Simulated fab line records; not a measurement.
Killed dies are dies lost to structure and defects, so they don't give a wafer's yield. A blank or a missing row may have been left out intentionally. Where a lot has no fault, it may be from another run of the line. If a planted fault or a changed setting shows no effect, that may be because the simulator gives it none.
Chamber matching    flow n5_finfet    4 sister chambers for N5_BEOL_M4_ETCH_77 on rie_diel-06
The step etches underlayer in N2/H2, target depth 6.5 nm, time 5.2 s. 14 wafers are shown with their chamber, then 7 later ones without.

== WAFERS, EACH WITH ITS CHAMBER ==
wafer   chamber  showerhead_plenum_p_Torr (Torr)  throttle_valve_pct (%)  drypump_motor_current_A (A)
L074.1  3        2.64                             17.66                   5.7
L074.3  1        2.52                             18.32                   5.7
L074.6  2        2.42                             17.91                   5.6
L075.1  2        2.41                             17.94                   5.6
L075.4  1        2.52                             18.33                   5.8
L075.5  1        2.52                             18.35                   5.8
L076.2  3        2.64                             17.71                   5.7
L076.3  0        2.65                             17.92                   6.0
L076.6  1        2.52                             18.37                   5.8
L077.1  3        2.64                             17.69                   5.7
L077.2  0        2.65                             17.92                   6.0
L077.4  1        2.52                             18.36                   5.8
L085.2  3        2.63                             17.71                   5.7
L085.5  0        2.64                             17.93                   6.0

SIGNATURES (averages over the wafers above)
reading                   chamber 0  chamber 1  chamber 2  chamber 3  scatter within a chamber
showerhead_plenum_p_Torr  2.6467     2.5200     2.4150     2.6375     0.00438
throttle_valve_pct        17.9233    18.3460    17.9250    17.6925    0.0198
drypump_motor_current_A   6.000      5.780      5.600      5.700      0.0283
Rule: a wafer lies at a distance from a chamber equal to the root of the sum of squares, over the readings, of (its reading less the chamber's mean, divided by the reading's scatter). If the next closest chamber is less than 2 further off than the closest, the wafer can't be placed; otherwise it belongs to the closest. The scatter is the square root of a quotient: the sum, over the shown wafers, of each reading's squared deviation from its chamber's mean, divided by wafers minus chambers.

== WAFERS MISSING THEIR CHAMBER ==
wafer   showerhead_plenum_p_Torr (Torr)  throttle_valve_pct (%)  drypump_motor_current_A (A)
L085.6  2.63                             17.72                   5.7
L092.1  2.64                             17.98                   6.0
L092.2  2.51                             17.89                   5.7
L092.4  2.63                             17.73                   5.7
L095.2  2.40                             18.03                   5.6
L095.4  2.62                             17.76                   5.7
L095.5  2.63                             17.97                   6.0

== EACH ONE'S CHAMBER ==
wafer   from the rows above      in truth
L085.6  3                        3
L092.1  0                        0
L092.2  can't be placed: 2 or 1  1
L092.4  3                        3
L095.2  2                        2
L095.4  3                        3
L095.5  0                        0
6 of 7 placed correctly. Can't be placed from these rows: 1 (the true chamber is among the candidates in 1). Placed wrongly: 0.
